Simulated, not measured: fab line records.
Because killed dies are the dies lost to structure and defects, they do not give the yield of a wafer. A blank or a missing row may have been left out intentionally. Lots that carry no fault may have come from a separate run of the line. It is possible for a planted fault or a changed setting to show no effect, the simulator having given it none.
fab line records	flow nand_harc
record lots=14	wafers=42	last_day=33
route steps=1302 shown A_ZERO_WELL@412 A_ONON_D1@431 END@1302
lots with no fault: from the same line, run without faults
start_h: hours from the record's first day to the start of the lot's first wafer shown	wait_h: how many hours have passed since the lot's step before this one	" same as the row above	L1.1+2: a row that stands for several wafers	- no value present, or no start provided	* or withheld: withheld	< > ~ a bound
route shown NAME@n: a module of which the file shows steps, and the number in the route of the first	usual: the fault-free wafers' mean and standard deviation	same: alike in all rows	chamber/n: place in a boat	sites: the reading at each site	_std_site: standard deviation across them	_edge_site: mean of outer sites minus mean of inner sites	radius_mm: for every site, how far away it sits from the centre of the wafer	mask NAME#n: copy n	behind: the last tool/chamber to shape the wafer	hold: cause of the lot's hold/its duration in hours/its outcome	device: whichever transistor did not switch (one of n, p or np)	end of line: the tests these same wafers got at the end of their route	a step with no rows: only its recipe	killed: dies that structure and defects cost at the first sort, which is not the same as the wafer's yield	map: dies across one wafer; x = killed, . = not, _ = none there
set.NAME: the setting the step ran with; set.NAME@STEP: the setting that earlier step ran with	model.NAME: the simulator's own value behind a step, which no gauge read
one table for each step of the route and one row for each wafer, over a sample of lots
services: a tool's chamber out of use, with start hour (start_h, from the record's first day; less than 0 if before it), hours out, and reason
## steps
# step NHARC_A_ZERO_WELL_INSPECT_17
# usual raw_defect_count=11/6.2
lot.wafer	tool	chamber	start_h	wait_h	raw_defect_count
L737.2	defect_inspect-02	-	152.31	0.1	6
L737.4	"	-	"	"	4
L737.5	"	-	"	"	7
L738.1	defect_inspect-02	-	163.69	0.2	7
L738.2	"	-	"	"	0
L738.4	"	-	"	"	1
L739.3	defect_inspect-02	-	165.52	0.1	9
L739.4	"	-	"	"	15
L739.5	"	-	"	"	14
L740.1	defect_inspect-02	-	177.46	0.2	5
L740.3	"	-	"	"	8
L740.5	"	-	"	"	10
L742.1	defect_inspect-02	-	198.91	0.2	15
L742.2	"	-	"	"	16
L742.6	"	-	"	"	10
L743.2	defect_inspect-01	-	214.38	0.1	3
L743.3	"	-	"	"	3
L743.6	"	-	"	"	8
L744.1	defect_inspect-01	-	216.47	0.2	11
L744.2	"	-	"	"	11
L744.4	"	-	"	"	14
L746.2	defect_inspect-01	-	238.71	0.1	11
L746.4	"	-	"	"	11
L746.6	"	-	"	"	15
L747.3	defect_inspect-01	-	250.86	0.1	8
L747.5	"	-	"	"	8
L747.6	"	-	"	"	3
L754.1	defect_inspect-02	-	320.59	0.2	16
L754.4	"	-	"	"	18
L754.6	"	-	"	"	12
L755.1	defect_inspect-01	-	327.62	0.2	5
L755.2	"	-	"	"	19
L755.6	"	-	"	"	6
L756.1	defect_inspect-02	-	338.75	0.2	9
L756.2	"	-	"	"	8
L756.6	"	-	"	"	9
L757.3	defect_inspect-02	-	345.94	0.1	17
L757.5	"	-	"	"	10
L757.6	"	-	"	"	10
L759.3	defect_inspect-01	-	365.36	0.1	19
L759.4	"	-	"	"	7
L759.6	"	-	"	"	13
# step NHARC_A_ONON_D1_THK_MEAS_11
# recipe thk_meas_gauge=ellipsometry
# usual thk_nm=999/9.7
lot.wafer	tool	chamber	start_h	wait_h	thk_nm
L737.2	film_metro-01	-	176.26	-	988
L737.4	"	-	"	"	987
L737.5	"	-	"	"	989
L738.1	film_metro-02	-	186.94	-	1003
L738.2	"	-	"	"	1000
L738.4	"	-	"	"	1003
L739.3	film_metro-02	-	187.09	-	1013
L739.4	"	-	"	"	1013
L739.5	"	-	"	"	1011
L740.1	film_metro-02	-	203.84	-	993
L740.3	"	-	"	"	992
L740.5	"	-	"	"	991
L742.1	film_metro-02	-	224.20	-	975
L742.2	"	-	"	"	975
L742.6	"	-	"	"	976
L744.1	film_metro-02	-	237.86	-	994
L744.2	"	-	"	"	995
L744.4	"	-	"	"	996
L743.2	film_metro-01	-	238.07	-	1001
L743.3	"	-	"	"	1003
L743.6	"	-	"	"	1000
L746.2	film_metro-02	-	262.28	-	1006
L746.4	"	-	"	"	1004
L746.6	"	-	"	"	1005
L747.3	film_metro-01	-	273.40	-	996
L747.5	"	-	"	"	994
L747.6	"	-	"	"	994
L754.1	film_metro-02	-	343.13	-	1007
L754.4	"	-	"	"	1006
L754.6	"	-	"	"	1008
L755.1	film_metro-01	-	351.37	-	1001
L755.2	"	-	"	"	1001
L755.6	"	-	"	"	1001
L756.1	film_metro-01	-	360.78	-	1002
L756.2	"	-	"	"	1001
L756.6	"	-	"	"	1001
L757.3	film_metro-02	-	370.70	-	992
L757.5	"	-	"	"	992
L757.6	"	-	"	"	991
L759.3	film_metro-01	-	387.56	-	985
L759.4	"	-	"	"	983
L759.6	"	-	"	"	983
# step NHARC_A_ONON_D1_DEP_28
# recipe target_thk_a=10000	n2_flow_sccm=2750	n2o_flow_sccm=2000	nh3_flow_sccm=500	sih4_flow_sccm=210	temp_c=400
# usual nh3_flow_sccm=500.0/1.4
lot.wafer	tool	chamber	start_h	wait_h	nh3_flow_sccm
L737.2	pecvd_onon-04	0	187.41	0.1	499.6
L737.4	"	0	"	"	499.3
L737.5	"	0	"	"	500.0
L738.1	pecvd_onon-03	0	199.63	0.1	501.3
L738.2	"	0	"	"	500.0
L738.4	"	0	"	"	502.1
L739.3	pecvd_onon-04	0	199.75	0.2	500.4
L739.4	"	0	"	"	499.4
L739.5	"	0	"	"	500.2
L740.1	pecvd_onon-02	0	217.66	0.1	501.7
L740.3	"	0	"	"	501.5
L740.5	"	0	"	"	502.1
L742.1	pecvd_onon-02	0	234.60	0.1	498.8
L742.2	"	0	"	"	501.7
L742.6	"	0	"	"	500.3
L744.1	pecvd_onon-02	0	249.44	0.1	498.5
L744.2	"	0	"	"	500.2
L744.4	"	0	"	"	499.0
L743.2	pecvd_onon-04	0	249.50	0.1	500.4
L743.3	"	0	"	"	500.1
L743.6	"	0	"	"	497.1
L746.2	pecvd_onon-02	0	272.22	0.1	500.8
L746.4	"	0	"	"	500.8
L746.6	"	0	"	"	502.6
L747.3	pecvd_onon-03	0	286.53	0.2	499.5
L747.5	"	0	"	"	499.4
L747.6	"	0	"	"	499.2
L754.1	pecvd_onon-02	0	353.57	0.1	501.5
L754.4	"	0	"	"	498.6
L754.6	"	0	"	"	498.5
L755.1	pecvd_onon-02	0	361.42	0.1	498.8
L755.2	"	0	"	"	500.4
L755.6	"	0	"	"	500.0
L756.1	pecvd_onon-04	0	372.93	0.1	499.9
L756.2	"	0	"	"	499.6
L756.6	"	0	"	"	501.8
L757.3	pecvd_onon-04	0	384.47	0.2	498.9
L757.5	"	0	"	"	500.2
L757.6	"	0	"	"	498.7
L759.3	pecvd_onon-03	0	400.68	0.2	500.8
L759.4	"	0	"	"	498.7
L759.6	"	0	"	"	499.8
# step NHARC_A_ONON_D1_THK_MEAS_30
# recipe thk_meas_gauge=ellipsometry
# usual thk_nm=998/7
lot.wafer	tool	chamber	start_h	wait_h	hold	thk_nm
L737.2	film_metro-02	-	187.86	-	-	991
L737.4	"	-	"	"	-	990
L737.5	"	-	"	"	-	991
L738.1	film_metro-02	-	200.14	-	-	998
L738.2	"	-	"	"	-	998
L738.4	"	-	"	"	-	999
L739.3	film_metro-01	-	200.14	-	-	995
L739.4	"	-	"	"	-	995
L739.5	"	-	"	"	-	995
L740.1	film_metro-02	-	218.17	-	-	1007
L740.3	"	-	"	"	-	1008
L740.5	"	-	"	"	-	1008
L742.1	film_metro-02	-	235.11	-	-	1004
L742.2	"	-	"	"	-	1005
L742.6	"	-	"	"	-	1004
L744.1	film_metro-01	-	249.96	-	-	992
L744.2	"	-	"	"	-	993
L744.4	"	-	"	"	-	991
L743.2	film_metro-02	-	249.96	-	-	1002
L743.3	"	-	"	"	-	999
L743.6	"	-	"	"	-	1000
L746.2	film_metro-02	-	272.67	-	-	1000
L746.4	"	-	"	"	-	1001
L746.6	"	-	"	"	-	1001
L747.3	film_metro-02	-	286.93	-	-	994
L747.5	"	-	"	"	-	992
L747.6	"	-	"	"	-	994
L754.1	film_metro-02	-	354.09	-	await_dispo/0.2h/release	558
L754.4	"	-	"	"	await_dispo/0.2h/release	557
L754.6	"	-	"	"	await_dispo/0.2h/release	557
L754.1	film_metro-02	-	354.26	0.2	-	558
L754.4	"	-	"	"	-	558
L754.6	"	-	"	"	-	558
L755.1	film_metro-02	-	361.93	-	await_dispo/0.2h/release	567
L755.2	"	-	"	"	await_dispo/0.2h/release	569
L755.6	"	-	"	"	await_dispo/0.2h/release	569
L755.1	film_metro-02	-	362.10	0.2	-	568
L755.2	"	-	"	"	-	569
L755.6	"	-	"	"	-	568
L756.1	film_metro-01	-	373.44	-	-	983
L756.2	"	-	"	"	-	982
L756.6	"	-	"	"	-	985
L757.3	film_metro-01	-	384.86	-	-	1000
L757.5	"	-	"	"	-	1000
L757.6	"	-	"	"	-	1001
L759.3	film_metro-02	-	401.08	-	-	1005
L759.4	"	-	"	"	-	1004
L759.6	"	-	"	"	-	1004
# step NHARC_A_ONON_D1_DEP_33
# recipe target_thk_a=2000	temp_c=400	pressure_torr=6.5	rf_w=900	teos_flow_sccm=161.4	flow_sccm=2650	target_thk_nm=200	gas=O2	material=SiO2
# usual heater_power_w=608/71	throttle_valve_pct=15.5/0.57
lot.wafer	tool	chamber	start_h	wait_h	heater_power_w	throttle_valve_pct
L737.2	pecvd-02	1	187.92	0.1	514	16.6
L737.4	"	2	"	"	672	15.6
L737.5	"	2	"	"	681	15.5
L738.2	pecvd-03	0	200.19	0.1	534	16.1
L738.1	"	2	"	"	576	15.2
L738.4	"	1	"	"	577	15.0
L739.3	pecvd-04	0	200.29	0.1	562	15.2
L739.4	"	1	"	"	604	14.7
L739.5	"	0	"	"	549	15.1
L740.1	pecvd-04	0	218.23	0.1	557	15.4
L740.3	"	1	"	"	590	15.0
L740.5	"	1	"	"	607	14.5
L742.1	pecvd-03	2	235.21	0.1	580	15.2
L742.2	"	0	"	"	549	16.2
L742.6	"	1	"	"	468	14.7
L743.2	pecvd-02	0	250.01	0.1	558	16.2
L743.3	"	1	"	"	639	15.6
L743.6	"	2	"	"	711	15.0
L744.1	pecvd-04	0	250.01	0.1	555	15.3
L744.2	"	1	"	"	609	14.8
L744.4	"	2	"	"	658	15.5
L746.2	pecvd-02	1	272.82	0.1	592	15.9
L746.4	"	2	"	"	658	14.9
L746.6	"	1	"	"	600	15.8
L747.3	pecvd-02	2	287.08	0.1	768	15.0
L747.6	"	1	"	"	622	15.5
L747.5	"	2	"	"	754	15.3
L756.2	pecvd-04	2	373.50	0.1	689	15.0
L756.1	"	1	"	"	648	14.8
L756.6	"	2	"	"	713	15.2
L757.3	pecvd-03	2	385.01	0.1	412	15.3
L757.6	"	0	"	"	621	15.7
L757.5	"	1	"	"	569	14.5
L759.3	pecvd-03	2	401.18	0.1	510	15.5
L759.4	"	1	"	"	582	14.5
L759.6	"	2	"	"	508	15.4
# step NHARC_END_SORT_01
# recipe temp_c=25
# usual defect_limited_yield=91.3/3	killed_at_array=54/20	killed_at_other=0.7/0.94	killed_at_periphery=3.8/2.7	killed_dies=59/20	killed_open=3.5/1.9	killed_short=2.5/1.6
# same gross_dies=677
lot.wafer	tool	chamber	start_h	wait_h	defect_limited_yield[%]	killed_at_array	killed_at_other	killed_at_periphery	killed_dies	killed_open	killed_short
L738.1	prober-02	0	583.08	2.5	91.3	56	1	2	59	3	2
L738.2	prober-02	0	583.88	2.8	90.8	59	1	2	62	5	2
L738.4	prober-02	0	585.50	3.4	95.1	29	1	3	33	5	1
L737.2	prober-01	0	587.73	2.8	92.3	50	1	1	52	4	2
L737.4	prober-01	0	589.32	3.4	93.1	41	3	3	47	0	3
L737.5	prober-01	0	590.12	3.7	92.2	52	0	1	53	1	2
L739.3	prober-02	0	592.51	3.1	96.3	23	1	1	25	3	3
L739.4	prober-02	0	593.32	3.4	96.3	21	0	4	25	4	0
L739.5	prober-02	0	594.12	3.7	95.3	29	0	3	32	5	4
L740.1	prober-01	0	594.71	2.5	93.8	36	0	6	42	4	4
L740.3	prober-01	0	596.31	3.1	90.4	58	0	7	65	3	4
L740.5	prober-01	0	597.90	3.7	90.8	55	0	7	62	1	3
L742.1	prober-01	0	616.40	2.5	91.3	53	3	3	59	4	3
L742.2	prober-01	0	617.20	2.8	90.5	62	1	1	64	4	3
L742.6	prober-01	0	620.41	4.0	91.1	57	1	2	60	2	4
L744.1	prober-02	0	640.76	2.5	91.6	55	2	0	57	2	0
L744.2	prober-02	0	641.57	2.8	91.1	53	2	5	60	4	2
L744.4	prober-02	0	643.18	3.4	90.4	60	1	4	65	1	2
L743.2	prober-01	0	641.49	2.8	90.8	58	0	4	62	3	4
L743.3	prober-01	0	642.29	3.1	94.7	31	1	4	36	1	1
L743.6	prober-01	0	644.70	4.0	93.1	37	0	10	47	6	1
L747.3	prober-01	0	675.57	3.1	92.5	40	1	10	51	4	2
L747.5	prober-01	0	677.18	3.7	91.9	38	5	12	55	6	4
L747.6	prober-01	0	677.98	4.0	91.7	44	1	11	56	5	0
L746.2	prober-02	0	679.18	2.8	89.7	63	0	7	70	5	4
L746.4	prober-02	0	680.79	3.4	88.3	75	0	4	79	2	8
L746.6	prober-02	0	682.40	4.0	89.4	67	2	3	72	5	0
L756.1	prober-01	0	762.13	2.5	94.2	36	0	3	39	5	3
L756.2	prober-01	0	762.94	2.8	93.1	42	0	5	47	6	3
L756.6	prober-01	0	766.17	4.0	93.9	37	0	4	41	4	4
L757.3	prober-01	0	772.79	3.1	93.5	40	0	4	44	3	0
L757.5	prober-01	0	774.37	3.7	93.5	40	3	1	44	7	0
L757.6	prober-01	0	775.15	3.9	94.7	33	1	2	36	4	0
L759.3	prober-01	0	795.63	3.1	88.2	68	3	9	80	5	4
L759.4	prober-01	0	796.43	3.4	86.7	82	0	8	90	4	3
L759.6	prober-01	0	798.05	4.0	90.1	60	3	4	67	4	3
# killed by level:class
L738.1 A_CHANNEL_HOLE_D2:chamber_film_flake=30 A_CHANNEL_HOLE_D1:chamber_film_flake=19 A_STAIRCASE:chamber_film_flake=2 P_M1:geometric_particle:open=1 A_DECK1_JOINT:geometric_particle:open=1 A_BLC:geometric_particle:short=1 A_BLC:geometric_particle:open=1 STARTING-WAFER:geometric_particle:short=1
L738.2 A_CHANNEL_HOLE_D1:chamber_film_flake=30 A_CHANNEL_HOLE_D2:chamber_film_flake=17 A_CONTACT:chamber_film_flake=4 P_CONTACT:geometric_particle:open=1 P_M0:geometric_particle:open=1 A_DECK1_JOINT:geometric_particle:open=1 A_ONON_D2:geometric_particle:short=1 A_CHANNEL_FILL_D2:geometric_particle:short=1
L738.4 A_CHANNEL_HOLE_D1:chamber_film_flake=12 A_CHANNEL_HOLE_D2:chamber_film_flake=9 A_M0:geometric_particle:open=2 A_BLC:chamber_film_flake=2 P_GATE:geometric_particle:open=1 P_CONTACT:geometric_particle:open=1 A_DECK1_JOINT:geometric_particle:open=1 A_ONON_D2:geometric_particle:short=1
L737.2 A_SLIT:chamber_film_flake=26 A_CHANNEL_HOLE_D2:chamber_film_flake=5 A_M1:chamber_film_flake=4 A_CHANNEL_HOLE_D1:chamber_film_flake=3 A_WL_FILL:chamber_film_flake=2 A_CONTACT:chamber_film_flake=2 P_CONTACT:geometric_particle:short=1 A_DECK1_JOINT:geometric_particle:open=1
L737.4 A_SLIT:chamber_film_flake=19 A_CHANNEL_HOLE_D2:chamber_film_flake=6 A_CHANNEL_FILL_D1:chamber_film_flake=5 THIN_TSV:chamber_film_flake=3 A_STAIRCASE:chamber_film_flake=2 A_WL_FILL:chamber_film_flake=2 P_M0:geometric_particle:short=1 A_CHANNEL_HOLE_D2:geometric_particle:short=1
L737.5 A_SLIT:chamber_film_flake=34 A_CHANNEL_HOLE_D2:chamber_film_flake=4 A_CHANNEL_HOLE_D1:chamber_film_flake=3 A_STAIRCASE:chamber_film_flake=2 A_SGD_CUT:chamber_film_flake=2 A_M1:chamber_film_flake=2 A_SOURCE_PLATE:geometric_particle:open=1 A_CHANNEL_FILL_D2:geometric_particle:short=1
L739.3 A_CHANNEL_HOLE_D2:chamber_film_flake=8 A_ZERO_WELL:chamber_film_flake=2 A_CHANNEL_HOLE_D1:chamber_film_flake=2 A_STAIRCASE:chamber_film_flake=2 A_CONTACT:chamber_film_flake=2 A_DECK1_JOINT:geometric_particle:short=1 A_ONON_D2:geometric_particle:open=1 A_CHANNEL_FILL_D2:geometric_particle:open=1
L739.4 A_CHANNEL_HOLE_D2:chamber_film_flake=8 A_CONTACT:chamber_film_flake=4 P_ZERO_WELL:chamber_film_flake=3 A_BLC:geometric_particle:open=2 A_ZERO_WELL:chamber_film_flake=2 A_CHANNEL_FILL_D2:chamber_film_flake=2 P_CONTACT:geometric_particle:open=1 A_M0:geometric_particle:open=1
L739.5 A_CHANNEL_HOLE_D2:chamber_film_flake=10 A_CHANNEL_HOLE_D1:chamber_film_flake=5 A_CHANNEL_FILL_D1:geometric_particle:short=3 P_CONTACT:geometric_particle:open=2 A_STAIRCASE:chamber_film_flake=2 A_CONTACT:chamber_film_flake=2 A_CHANNEL_HOLE_D1:geometric_particle:open=1 A_CHANNEL_HOLE_D2:geometric_particle:open=1
L740.1 A_CHANNEL_HOLE_D2:chamber_film_flake=14 A_CHANNEL_HOLE_D1:chamber_film_flake=9 P_CONTACT:chamber_film_flake=3 A_SLIT:chamber_film_flake=3 A_CHANNEL_FILL_D2:geometric_particle:short=2 A_CHANNEL_FILL_D1:chamber_film_flake=2 P_CONTACT:geometric_particle:open=1 P_M1:geometric_particle:open=1
L740.3 A_CHANNEL_HOLE_D2:chamber_film_flake=25 A_CHANNEL_HOLE_D1:chamber_film_flake=22 A_CHANNEL_FILL_D1:chamber_film_flake=3 A_CONTACT:chamber_film_flake=3 P_M0:geometric_particle:short=2 P_M2:geometric_particle:open=2 A_SLIT:chamber_film_flake=2 A_WL_FILL:geometric_particle:short=1
L740.5 A_CHANNEL_HOLE_D1:chamber_film_flake=29 A_CHANNEL_HOLE_D2:chamber_film_flake=18 P_ZERO_WELL:chamber_film_flake=3 A_CONTACT:chamber_film_flake=3 P_CONTACT:chamber_film_flake=2 A_CHANNEL_FILL_D1:chamber_film_flake=2 P_GATE:geometric_particle:short=1 P_CONTACT:geometric_particle:short=1
L742.1 A_CHANNEL_HOLE_D1:chamber_film_flake=15 A_CHANNEL_HOLE_D2:chamber_film_flake=11 A_CONTACT:chamber_film_flake=10 A_STAIRCASE:chamber_film_flake=4 A_CHANNEL_FILL_D2:chamber_film_flake=3 THIN_TSV:chamber_film_flake=3 A_M0:geometric_particle:open=2 P_M0:geometric_particle:short=1
L742.2 A_CHANNEL_HOLE_D1:chamber_film_flake=32 A_CHANNEL_HOLE_D2:chamber_film_flake=12 A_STAIRCASE:chamber_film_flake=5 A_CONTACT:chamber_film_flake=3 A_M1:chamber_film_flake=2 A_SOURCE_PLATE:geometric_particle:open=1 A_ONON_D1:geometric_particle:short=1 A_ONON_D1:geometric_particle:open=1
L742.6 A_CHANNEL_HOLE_D1:chamber_film_flake=21 A_CHANNEL_HOLE_D2:chamber_film_flake=12 A_STAIRCASE:chamber_film_flake=9 A_CONTACT:chamber_film_flake=4 A_WL_FILL:geometric_particle:short=3 A_M1:chamber_film_flake=3 A_SLIT:chamber_film_flake=2 P_GATE:geometric_particle:open=1
L744.1 A_SLIT:chamber_film_flake=26 A_CONTACT:chamber_film_flake=11 A_CHANNEL_HOLE_D2:chamber_film_flake=9 A_ZERO_WELL:chamber_film_flake=3 A_CHANNEL_HOLE_D1:chamber_film_flake=2 A_STAIRCASE:chamber_film_flake=2 THIN_TSV:chamber_film_flake=2 A_CHANNEL_HOLE_D2:geometric_particle:open=1
L743.2 A_CHANNEL_HOLE_D2:chamber_film_flake=30 A_CHANNEL_HOLE_D1:chamber_film_flake=15 P_STI:chamber_film_flake=3 A_SLIT:chamber_film_flake=3 A_CHANNEL_FILL_D2:geometric_particle:short=2 A_CONTACT:chamber_film_flake=2 P_GATE:geometric_particle:short=1 A_CONTACT:geometric_particle:short=1
L744.2 A_SLIT:chamber_film_flake=24 A_CHANNEL_HOLE_D2:chamber_film_flake=8 A_CONTACT:chamber_film_flake=7 A_CHANNEL_HOLE_D1:chamber_film_flake=3 P_STI:chamber_film_flake=2 P_GATE:chamber_film_flake=2 A_ZERO_WELL:chamber_film_flake=2 A_STAIRCASE:chamber_film_flake=2
L743.3 A_CHANNEL_HOLE_D2:chamber_film_flake=14 A_CHANNEL_HOLE_D1:chamber_film_flake=12 P_STI:chamber_film_flake=4 A_STAIRCASE:chamber_film_flake=2 A_ONON_D1:geometric_particle:short=1 A_M0:geometric_particle:open=1 A_ZERO_WELL:chamber_film_flake=1 THIN_TSV:chamber_film_flake=1
L744.4 A_SLIT:chamber_film_flake=27 A_CHANNEL_HOLE_D2:chamber_film_flake=11 A_CONTACT:chamber_film_flake=6 A_ZERO_WELL:chamber_film_flake=5 A_CHANNEL_HOLE_D1:chamber_film_flake=5 P_GATE:chamber_film_flake=3 A_STAIRCASE:chamber_film_flake=3 A_CHANNEL_FILL_D1:geometric_particle:short=1
L743.6 A_CHANNEL_HOLE_D2:chamber_film_flake=14 A_CHANNEL_HOLE_D1:chamber_film_flake=9 P_STI:chamber_film_flake=6 A_SLIT:chamber_film_flake=4 A_CHANNEL_FILL_D2:geometric_particle:open=2 A_STAIRCASE:chamber_film_flake=2 A_CONTACT:chamber_film_flake=2 P_CONTACT:geometric_particle:open=1
L747.3 A_CHANNEL_HOLE_D2:chamber_film_flake=13 A_CHANNEL_HOLE_D1:chamber_film_flake=8 P_CONTACT:chamber_film_flake=6 A_STAIRCASE:chamber_film_flake=6 A_SLIT:chamber_film_flake=6 P_GATE:chamber_film_flake=2 P_CONTACT:geometric_particle:open=1 A_ONON_D1:geometric_particle:short=1
L747.5 A_CHANNEL_HOLE_D2:chamber_film_flake=14 P_GATE:chamber_film_flake=6 P_CONTACT:chamber_film_flake=5 THIN_TSV:chamber_film_flake=5 A_CHANNEL_HOLE_D1:chamber_film_flake=4 A_WL_FILL:chamber_film_flake=4 A_WL_FILL:geometric_particle:short=2 A_BLC:geometric_particle:open=2
L747.6 A_CHANNEL_HOLE_D2:chamber_film_flake=19 A_CHANNEL_HOLE_D1:chamber_film_flake=9 P_CONTACT:chamber_film_flake=7 A_STAIRCASE:chamber_film_flake=4 A_CHANNEL_HOLE_D2:geometric_particle:open=2 P_GATE:chamber_film_flake=2 A_CHANNEL_FILL_D2:chamber_film_flake=2 A_WL_FILL:chamber_film_flake=2
L746.2 A_SLIT:chamber_film_flake=27 A_CHANNEL_HOLE_D1:chamber_film_flake=18 A_CHANNEL_HOLE_D2:chamber_film_flake=5 A_CONTACT:chamber_film_flake=4 P_GATE:chamber_film_flake=3 P_GATE:geometric_particle:open=2 A_CHANNEL_HOLE_D2:geometric_particle:short=2 A_SOURCE_PLATE:geometric_particle:open=1
L746.4 A_SLIT:chamber_film_flake=32 A_CHANNEL_HOLE_D1:chamber_film_flake=15 A_CONTACT:chamber_film_flake=8 A_CHANNEL_HOLE_D2:chamber_film_flake=5 A_CHANNEL_FILL_D1:geometric_particle:short=3 A_STAIRCASE:chamber_film_flake=3 A_DECK1_JOINT:geometric_particle:short=2 P_GATE:chamber_film_flake=2
L746.6 A_SLIT:chamber_film_flake=31 A_CHANNEL_HOLE_D1:chamber_film_flake=14 A_CONTACT:chamber_film_flake=8 A_CHANNEL_HOLE_D2:chamber_film_flake=7 P_GATE:chamber_film_flake=2 A_WL_FILL:chamber_film_flake=2 P_M0:geometric_particle:open=1 A_CHANNEL_FILL_D1:geometric_particle:open=1
L756.1 A_CHANNEL_HOLE_D1:chamber_film_flake=15 A_SLIT:chamber_film_flake=4 A_STAIRCASE:chamber_film_flake=3 A_CONTACT:chamber_film_flake=3 P_M1:geometric_particle:short=1 A_ONON_D1:geometric_particle:open=1 A_CHANNEL_HOLE_D1:geometric_particle:open=1 A_CHANNEL_FILL_D1:geometric_particle:short=1
L756.2 A_CHANNEL_HOLE_D1:chamber_film_flake=11 A_STAIRCASE:chamber_film_flake=6 A_SLIT:chamber_film_flake=5 A_CONTACT:chamber_film_flake=5 A_DECK1_JOINT:chamber_film_flake=4 A_CHANNEL_FILL_D2:geometric_particle:short=2 A_M0:geometric_particle:open=2 P_ZERO_WELL:chamber_film_flake=2
L756.6 A_CHANNEL_HOLE_D1:chamber_film_flake=12 A_CONTACT:chamber_film_flake=5 A_STAIRCASE:chamber_film_flake=5 A_SLIT:chamber_film_flake=4 A_DECK1_JOINT:chamber_film_flake=2 A_WL_FILL:chamber_film_flake=2 P_CONTACT:geometric_particle:open=1 P_CONTACT:geometric_particle:short=1
L757.3 A_CHANNEL_HOLE_D1:chamber_film_flake=17 A_CONTACT:chamber_film_flake=8 A_SLIT:chamber_film_flake=7 A_STAIRCASE:chamber_film_flake=4 P_GATE:geometric_particle:open=1 P_CONTACT:geometric_particle:open=1 A_CHANNEL_FILL_D1:geometric_particle:open=1 P_ZERO_WELL:chamber_film_flake=1
L757.5 A_CHANNEL_HOLE_D1:chamber_film_flake=25 A_SLIT:chamber_film_flake=4 THIN_TSV:chamber_film_flake=3 A_CHANNEL_FILL_D1:chamber_film_flake=2 A_ONON_D1:geometric_particle:open=1 A_CHANNEL_FILL_D1:geometric_particle:open=1 A_DECK1_JOINT:geometric_particle:open=1 A_ONON_D2:geometric_particle:open=1
L757.6 A_CHANNEL_HOLE_D1:chamber_film_flake=16 A_SLIT:chamber_film_flake=5 A_CONTACT:chamber_film_flake=5 P_M0:geometric_particle:open=2 A_STAIRCASE:chamber_film_flake=2 A_CHANNEL_FILL_D2:geometric_particle:open=1 A_CONTACT:geometric_particle:open=1 A_CHANNEL_FILL_D1:chamber_film_flake=1
L759.3 A_SLIT:chamber_film_flake=30 A_CHANNEL_HOLE_D2:chamber_film_flake=25 P_M1:chamber_film_flake=5 P_GATE:chamber_film_flake=3 A_CONTACT:chamber_film_flake=3 A_CHANNEL_HOLE_D2:geometric_particle:short=2 A_CHANNEL_HOLE_D1:chamber_film_flake=2 THIN_TSV:chamber_film_flake=2
L759.4 A_SLIT:chamber_film_flake=32 A_CHANNEL_HOLE_D2:chamber_film_flake=28 A_STAIRCASE:chamber_film_flake=6 A_ZERO_WELL:chamber_film_flake=5 P_ZERO_WELL:chamber_film_flake=4 P_M1:chamber_film_flake=3 A_WL_FILL:chamber_film_flake=2 A_CHANNEL_FILL_D1:geometric_particle:open=1
L759.6 A_CHANNEL_HOLE_D2:chamber_film_flake=27 A_SLIT:chamber_film_flake=17 A_STAIRCASE:chamber_film_flake=3 A_CONTACT:chamber_film_flake=3 A_WL_FILL:geometric_particle:short=2 P_ZERO_WELL:chamber_film_flake=2 P_M1:chamber_film_flake=2 A_WL_FILL:chamber_film_flake=2
## services
tool	chamber	start_h	hours	kind
pecvd-02	1	180.56	5.2	repair
pecvd-02	0	184.78	12.5	repair
pecvd-03	-	185.00	13.0	pm
pecvd-03	0	185.00	13.0	vent_cycle
pecvd-03	1	185.00	13.0	vent_cycle
pecvd-03	2	185.00	13.0	vent_cycle
pecvd_onon-02	-	185.09	13.0	pm
pecvd-03	0	198.00	-	clean
pecvd-03	1	198.00	-	clean
pecvd-03	2	198.00	-	clean
pecvd-02	-	222.46	0.3	repair
pecvd_onon-03	-	227.00	13.0	pm
pecvd-02	-	227.30	13.0	pm
pecvd-02	0	227.30	13.0	vent_cycle
pecvd-02	1	227.30	13.0	vent_cycle
pecvd-04	-	269.19	13.0	pm
pecvd-03	2	272.93	10.0	repair
pecvd_onon-02	-	290.55	0.7	repair
pecvd_onon-04	-	311.00	13.0	pm
pecvd-02	1	357.51	8.4	repair
pecvd-03	-	366.00	13.0	pm
pecvd_onon-02	-	366.09	13.0	pm
pecvd_onon-03	-	368.88	3.4	repair
pecvd-02	0	392.59	10.8	repair
## key
first_sign step=NHARC_A_ONON_D1_THK_MEAS_30	reading=visit	direction=added
effect step=NHARC_A_ONON_D1_THK_MEAS_30	reading=thk_nm	direction=down	sigmas=62	usual=998	struck=563
met_at NHARC_A_ONON_D1_DEP_28
struck_lots L754,L755
struck_wafers L754.1,L754.4,L754.6,L755.1,L755.2,L755.6
scrapped_behind NHARC_A_ONON_D1_THK_MEAS_30 L754.1,L754.4,L754.6,L755.1,L755.2,L755.6
not_acting_at NHARC_A_ZERO_WELL_INSPECT_17,NHARC_A_ONON_D1_THK_MEAS_11,NHARC_A_ONON_D1_DEP_33
onset_between 272.22 353.57
fault kind=process_parameter_drift	tool=pecvd_onon-02	chamber=0	onset_h=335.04	steps=NHARC_A_ONON_D1_DEP_28	channel=target_thk_a	offset=*	shape=step	end_h=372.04	acts_in=*	stated=*
